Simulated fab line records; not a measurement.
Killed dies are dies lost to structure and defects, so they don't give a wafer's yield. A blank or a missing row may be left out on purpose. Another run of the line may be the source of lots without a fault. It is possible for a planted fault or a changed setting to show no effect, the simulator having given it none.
Matching of chambers	flow n5_finfet	N5_BEOL_M3_STRIP_66 on rie_diel-05 has 4 sister chambers
The step strips in CF4. 18 wafers are shown with their chamber, then 9 later ones without.

== WAFERS, EACH WITH ITS CHAMBER ==
wafer	chamber	drypump_motor_current_A (A)	showerhead_plenum_p_Torr (Torr)	throttle_valve_pct (%)
L074.2	0	5.79	1.78	13.70
L074.3	2	5.65	1.78	14.03
L074.5	0	5.77	1.78	13.72
L076.1	1	5.16	1.72	13.93
L076.5	2	5.66	1.77	14.06
L076.6	1	5.19	1.72	13.93
L088.1	2	5.67	1.77	14.06
L088.2	0	5.74	1.77	13.77
L088.4	3	5.75	1.75	13.28
L086.1	2	5.67	1.77	14.06
L086.2	0	5.80	1.77	13.77
L086.4	3	5.74	1.75	13.30
L094.1	1	5.20	1.72	13.96
L094.2	2	5.68	1.77	13.49
L094.3	0	5.76	1.77	13.82
L094.4	3	5.76	1.75	13.33
L094.5	2	5.71	1.77	13.48
L094.6	3	5.75	1.75	13.33

SIGNATURES (averages over the wafers above)
reading	chamber 0	chamber 1	chamber 2	chamber 3	scatter within a chamber
drypump_motor_current_A	5.7720	5.1833	5.6733	5.7500	0.0198
showerhead_plenum_p_Torr	1.7740	1.7200	1.7717	1.7500	0.00381
throttle_valve_pct	13.7560	13.9400	13.8633	13.3100	0.178
Rule: a wafer's distance from a chamber is the root of the sum, over the readings, of the square of ((its reading less the chamber's mean) divided by the reading's scatter). The wafer belongs to the nearest chamber; if the next one is less than 2 further off, it can't be placed. The scatter: take each reading less its chamber's mean, square it, sum over the shown wafers, divide by the number of wafers less the number of chambers, and take the root.

== WAFERS WHOSE CHAMBER IS MISSING ==
wafer	drypump_motor_current_A (A)	showerhead_plenum_p_Torr (Torr)	throttle_valve_pct (%)
L095.1	5.75	1.75	13.31
L095.5	5.18	1.72	13.97
L095.6	5.80	1.77	13.80
L096.3	5.19	1.72	13.99
L096.5	5.76	1.77	13.80
L096.6	5.19	1.72	13.99
L097.1	5.79	1.77	13.80
L097.3	5.75	1.75	13.34
L097.5	5.63	1.77	13.51

== WHICH CHAMBER EACH ONE RAN IN ==
wafer	from the rows above	in truth
L095.1	3	3
L095.5	1	1
L095.6	0	0
L096.3	1	1
L096.5	0	0
L096.6	1	1
L097.1	0	0
L097.3	3	3
L097.5	2	2
9 of 9 placed correctly. Can't be placed from these rows: 0. Wrongly placed: 0.
